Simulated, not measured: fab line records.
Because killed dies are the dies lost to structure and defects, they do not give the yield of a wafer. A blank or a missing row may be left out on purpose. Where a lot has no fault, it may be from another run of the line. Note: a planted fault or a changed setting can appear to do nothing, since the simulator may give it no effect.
Lot-split experiment ; flow n5 finfet ; 21 wafers read across 7 lots, on a route 1938 steps long

== ON THE SPLIT ==
At N5_BEOL_M13_ETCH_68 (etches SOC in N2/H2, time 355 s), the setting time s was moved away from the recipe's 355 s on 7 of the 21 wafers read, by -19.7% to +16.3%. All remaining wafers had this setting at the recipe value.

The reading comes from the split's own step.

== THE READING ==
SiARC_of_BEOL_M13_COAT_66.thk nm (the simulator's own value, which no gauge read), in nm, at N5_BEOL_M13_ETCH_68 (etches SOC in N2/H2, time 355 s). The file gives no usual value for it. Average 76.8 nm, standard deviation 0.54 nm, over the 14 wafers here run with the recipe.

wafer;tool, chamber at the split;time s as run, s;against the recipe;SiARC_of_BEOL_M13_COAT_66.thk nm, nm;against lot-mates on the recipe
L077.4;rie diel-06, 1;412.7;+16.3%;71.8;-5.2
L077.5;rie diel-06, 2;355;recipe;77.4;-
L077.6;rie diel-06, 3;355;recipe;76.6;-
L078.1;rie diel-01, 2;355;recipe;76.8;-
L078.4;rie diel-01, 1;355;recipe;77.6;-
L078.5;rie diel-01, 0;355;recipe;77;-
L080.2;rie diel-06, 0;355;recipe;76.2;-
L080.3;rie diel-06, 3;398.9;+12.4%;72.2;-4.0
L080.5;rie diel-06, 1;398.9;+12.4%;73.2;-3.0
L084.2;rie diel-06, 1;285;-19.7%;83.4;+5.8
L084.4;rie diel-06, 1;355;recipe;77.6;-
L084.6;rie diel-06, 3;285;-19.7%;83;+5.4
L088.1;rie diel-06, 0;355;recipe;75.8;-
L088.2;rie diel-06, 3;355;recipe;76.2;-
L088.6;rie diel-06, 3;355;recipe;76.2;-
L087.1;rie diel-06, 0;355;recipe;76.6;-
L087.2;rie diel-06, 2;355;recipe;77.2;-
L087.3;rie diel-06, 1;355;recipe;77;-
L094.2;rie diel-01, 0;376.5;+6.1%;73.8;-3.2
L094.3;rie diel-01, 3;376.5;+6.1%;74.4;-2.6
L094.5;rie diel-01, 1;355;recipe;77;-

THE FIT
A straight line over all 21 wafers: SiARC_of_BEOL_M13_COAT_66.thk nm changes by -0.329 nm for each +1% of time s; r = -0.98; the points scatter about the line by 0.56 nm.
The same after taking each lot's own level away (the mean of its wafers on the recipe; 21 wafers): -0.299 nm for each +1%; r = -0.98; scatter 0.47 nm.
That fit puts the effect of the largest move of time s on the reading at 5.9 nm.
The span of the lots' own levels, 76.07 to 77.60 nm, comes to 2.8 times the standard deviation stated above.
Consequently the slope shifts little with the lot-to-lot level, the two slopes agreeing.
Check: with one of the wafers moved furthest among these (-19.7%) left out of the fit, the line predicts +5.76 nm for it against its lot-mates. Against them it came out at +5.8 nm.

== THESE WAFERS: OTHER SPLITS ==
Note: prior to the reading, these wafers also went through further splits. Each is held against what the fit with the lots' levels taken away leaves over:
other split on the same wafers;wafers away from the commonest value;r with SiARC_of_BEOL_M13_COAT_66.thk nm (lot level and that fit taken away)
N5_BEOL_M11_EXPOSE_08 dose mj;8;-0.09

== FILE'S OWN FIT ==
SiARC_of_BEOL_M13_COAT_66.thk nm changes by -0.304 nm for each +1% of time s, r = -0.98.
